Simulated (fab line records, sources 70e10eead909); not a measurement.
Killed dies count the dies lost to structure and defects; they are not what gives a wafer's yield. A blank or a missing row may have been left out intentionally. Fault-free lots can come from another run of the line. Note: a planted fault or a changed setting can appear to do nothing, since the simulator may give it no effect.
Comparing a struck lot with a sound one ; flow nand harc ; 14 out of 1302 route steps
Sound: these wafers, L675.2, L675.4, L675.5. The struck wafers were L688.2, L688.4, L688.5. The cause is given at the end.
Per side, at each step with rows, come the tool, then ch with its chambers, and then its first start. Under that, the readings that differ: sound wafers ; struck wafers ; difference of the means ; sigmas: that difference in standard deviations of wafers without a fault.
alike: a reading whose means differ by less than 2 such deviations, as well as words and numbers matching on both sides. not compared: withheld readings; readings where some wafer has no value; bounds like >300 that might hide an equal value; numbers whose values overlap and for which the record gives no deviation.
A row with sigmas, a row that says differs or no value, or rows on one side alone: a step with any of these is where the two part. Numbers that have no deviation but don't overlap get no sigmas and don't part them. A reading missing from all wafers of one side parts the sides only when that side holds two or more wafers.

first, 2 steps without rows for these wafers: NHARC_A_STAIRCASE_DESCUM_219 (chemistry O2, time 3 s); NHARC_A_STAIRCASE_TRIM_220 (chemistry O2, time 211.2 s).
NHARC_A_STAIRCASE_ETCH_221: etches the open film in C4F8/O2, target depth 100 nm, time 40.5 s.
  sound on rie diel-04 ch 2,3; struck on rie diel-09 ch 2,3
  alike: bias w, oes product au, rf vpp V
  not compared: rf hours counter h
then, 1 step without rows for these wafers: NHARC_A_STAIRCASE_TRIM_222 (chemistry O2, time 211.2 s).
NHARC_A_STAIRCASE_ETCH_223: etches the open film in C4F8/O2, target depth 100 nm, time 40.5 s.
  sound on rie diel-04 ch 1,2,3; struck on rie diel-09 ch 0,2,3
  alike: bias w, oes product au, rf vpp V
  not compared: rf hours counter h
NHARC_A_STAIRCASE_TRIM_224: chemistry O2, time 211.2 s.
  sound on rie diel-04 ch 1,3; struck on rie diel-09 ch 1,2,3
  alike: chamber pressure mTorr, drypump motor current A, oes product au, rf vpp V, showerhead plenum p Torr, throttle valve pct
  not compared: rf hours counter h
then, 2 steps without rows for these wafers: NHARC_A_STAIRCASE_ETCH_225 (etches the open film in C4F8/O2, target depth 100 nm, time 40.5 s); NHARC_A_STAIRCASE_TRIM_226 (chemistry O2, time 211.2 s).
NHARC_A_STAIRCASE_ETCH_227: etches the open film in C4F8/O2, target depth 100 nm, time 40.5 s.
  sound on rie diel-04 ch 0,1,3; struck on rie diel-09 ch 0,1,2
  alike: bias w, oes product au, rf vpp V
  not compared: rf hours counter h
then, 1 step without rows for these wafers: NHARC_A_STAIRCASE_TRIM_229 (chemistry O2, time 211.2 s).
NHARC_A_STAIRCASE_ETCH_230: etches the open film in C4F8/O2, target depth 100 nm, time 40.5 s.
  sound on rie diel-04 ch 1,3; struck on rie diel-09 ch 0,2
  alike: bias w, oes product au, rf vpp V
  not compared: rf hours counter h
NHARC_A_STAIRCASE_TRIM_231: chemistry O2, time 211.2 s.
  sound on rie diel-04 ch 0,1,3, day 18 17:50; struck on rie diel-09 ch 1,2,3, day 24 04:26
  no value came back on the struck wafers for any of 7 readings (bias w (W), chamber pressure mTorr (mTorr) and others); on the sound wafers bias w (W) reads 0 0 0
  not compared: rf hours counter h
then, 1 step without rows for these wafers: NHARC_A_STAIRCASE_ETCH_232 (etches the open film in C4F8/O2, target depth 100 nm, time 40.5 s).
-- record jumps: 8 days between struck wafers' starts before vs after; left off in module A_STAIRCASE, resumes in module END, first step shown is number 1302 of the route --
NHARC_END_SORT_01:
  here the record holds rows for the struck wafers (prober-02 ch 0, day 32 07:20) but none for the sound ones

WHERE THEY PART
Earliest at NHARC_A_STAIRCASE_TRIM_231; latest, in this record, at NHARC_END_SORT_01.

WHY: the cause the simulator had injected
Whole step skipped at NHARC_A_STAIRCASE_TRIM_231 on rie diel-09, starting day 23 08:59. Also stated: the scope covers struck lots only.
